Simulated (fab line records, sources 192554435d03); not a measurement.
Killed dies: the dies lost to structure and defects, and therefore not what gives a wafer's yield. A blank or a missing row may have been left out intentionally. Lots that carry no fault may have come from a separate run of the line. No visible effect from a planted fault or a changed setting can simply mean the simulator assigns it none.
Split-lot trial	flow n5Finfet	7 lots, 21 wafers read, on a route of 1938 steps

ABOUT THE SPLIT
At N5_BEOL_M7_DESCUM_33 (chemistry O2, time 7 s), the setting timeS was moved away from the recipe's 7 s on 11 of the 21 wafers read, by -22.3% to +20.8%. This setting was run at the recipe's value on the other wafers.

The file shows no step between the split and the reading.

THE READING
CAR-EUV_of_BEOL_M7_COAT_22.thkNm (the simulator's own value, which no gauge read), in nm, at N5_BEOL_M7_ETCH_72 (etches underlayer in N2/H2, target depth 6.5 nm, time 5.2 s). The file gives no usual value for it. The 10 wafers here that ran the recipe average 20.3 nm, standard deviation 0.13 nm.

wafer	tool, chamber at the split	timeS as run, s	against the recipe	CAR-EUV_of_BEOL_M7_COAT_22.thkNm, nm	against lot-mates on the recipe
L076.1	rieDiel-04, 2,3,2	7	recipe	20.2	-
L076.6	rieDiel-04, 2,3,2	7	recipe	20.2	-
L076.2	rieDiel-04, 2,3,2	7	recipe	20.4	-
L078.1	rieDiel-04, 2	7	recipe	20.2	-
L078.4	rieDiel-04, 3	5.948	-15.0%	21	+0.8
L078.5	rieDiel-04, 3	5.948	-15.0%	21	+0.8
L081.3	rieDiel-04, 1,2	7	recipe	20.4	-
L081.4	rieDiel-04, 1,2	7	recipe	20.2	-
L081.6	rieDiel-04, 0	7.43	+6.1%	20.2	-0.1
L084.1	rieDiel-04, 0	5.649	-19.3%	20.8	+0.4
L084.4	rieDiel-04, 1,3	7	recipe	20.4	-
L084.6	rieDiel-04, 1,3	7	recipe	20.4	-
L085.2	rieDiel-04, 2	7.502	+7.2%	20	-0.4
L085.5	rieDiel-04, 3	7	recipe	20.4	-
L085.6	rieDiel-04, 0	7.502	+7.2%	20.2	-0.2
L088.1	rieDiel-03, 2,2,3	5.438	-22.3%	21.2	no lot-mate on the recipe
L088.5	rieDiel-03, 2,2,3	5.438	-22.3%	21	no lot-mate on the recipe
L088.6	rieDiel-03, 2,2,3	5.438	-22.3%	21	no lot-mate on the recipe
L090.1	rieDiel-06, 1	8.455	+20.8%	19.6	-1.0
L090.2	rieDiel-06, 0	8.455	+20.8%	19.8	-0.8
L090.5	rieDiel-06, 0	7	recipe	20.6	-
The file does not say which wafer passed through which chamber wherever a row lists several chambers: such a row stands for several wafers.

FIT RESULTS
A straight line over all 21 wafers: CAR-EUV_of_BEOL_M7_COAT_22.thkNm changes by -0.0323 nm for each +1% of timeS; r = -0.96; the points scatter about the line by 0.13 nm.
The same after taking each lot's own level away (the mean of its wafers on the recipe; 18 wafers): -0.0405 nm for each +1%; r = -0.95; scatter 0.14 nm.
That fit puts the effect of the largest move of timeS on the reading at 0.9 nm.
The span of the lots' own levels, 20.20 to 20.60 nm, comes to 3.1 times the standard deviation stated above.
Thus the slope moves with the lot-to-lot level: the two fits are different.
Check: -0.781 nm against its lot-mates is what the line predicts for one of the wafers moved furthest among these (+20.8%) when that wafer is left out of the fit. It came out at -1 nm against them.

THE WHOLE CHAIN: every reading that the file lists as answering this split, in the file's order
step	what it does	reading	change (the file's fit)	r (the file's)
N5_BEOL_M7_DESCUM_33	chemistry O2, time 7 s	CAR-EUV_of_BEOL_M7_COAT_22.thkNm (the simulator's own value, which no gauge read)	-0.0384 nm for each +1% of the setting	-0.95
N5_BEOL_M7_ETCH_72	etches underlayer in N2/H2, target depth 6.5 nm, time 5.2 s	CAR-EUV_of_BEOL_M7_COAT_22.thkNm (the simulator's own value, which no gauge read)	-0.0368 nm for each +1% of the setting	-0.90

FILE'S OWN FIT
CAR-EUV_of_BEOL_M7_COAT_22.thkNm changes by -0.0368 nm for each +1% of timeS, r = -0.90.
